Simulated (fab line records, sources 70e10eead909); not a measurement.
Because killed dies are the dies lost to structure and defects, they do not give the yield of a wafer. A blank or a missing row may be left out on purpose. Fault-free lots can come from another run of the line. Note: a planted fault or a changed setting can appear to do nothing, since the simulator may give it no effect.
Matching of chambers | flow nand-harc | NHARC_A_DECK1_JOINT_CMP_02 on cmp-04 has 4 sister chambers
The step polishes SiOx. 8 wafers are shown with their chamber, then 7 later ones without.

## WAFERS WITH THEIR CHAMBER
wafer  | chamber | motor-current-A (A)
L076.2 | 2       | 13.0
L081.3 | 3       | 9.9
L081.4 | 0       | 9.7
L086.1 | 1       | 13.9
L086.4 | 3       | 10.3
L086.5 | 0       | 10.2
L088.1 | 2       | 12.7
L088.4 | 1       | 13.3

## WAFERS WITH NO CHAMBER GIVEN
wafer  | motor-current-A (A)
L088.5 | 10.2
L092.1 | 13.4
L092.2 | 12.6
L092.5 | 10.3
L093.2 | 9.8
L093.4 | 13.0
L093.6 | 13.3

## WHICH CHAMBER EACH WENT THROUGH
wafer  | from the rows above     | in truth
L088.5 | can't be placed: 3 or 0 | 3
L092.1 | can't be placed: 1 or 2 | 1
L092.2 | 2                       | 2
L092.5 | can't be placed: 3 or 0 | 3
L093.2 | can't be placed: 0 or 3 | 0
L093.4 | can't be placed: 2 or 1 | 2
L093.6 | can't be placed: 1 or 2 | 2
Placed correctly: 1 of 7. Can't be placed from these rows: 6 (the true chamber is among the candidates in 6). Wrongly placed: 0.
How it was worked out, from the rows above alone: a wafer's distance from a chamber is the root of the sum, over the readings, of the square of ((its reading less the chamber's mean) divided by the reading's scatter). The wafer belongs to the nearest chamber; if the next one is less than 2 further off, it can't be placed. For every chamber, the mean is computed from those of its wafers that are shown. How the scatter is found: for the shown wafers, subtract from each reading the mean of its chamber, square and add these, divide the total by (wafers less chambers), then take the root.
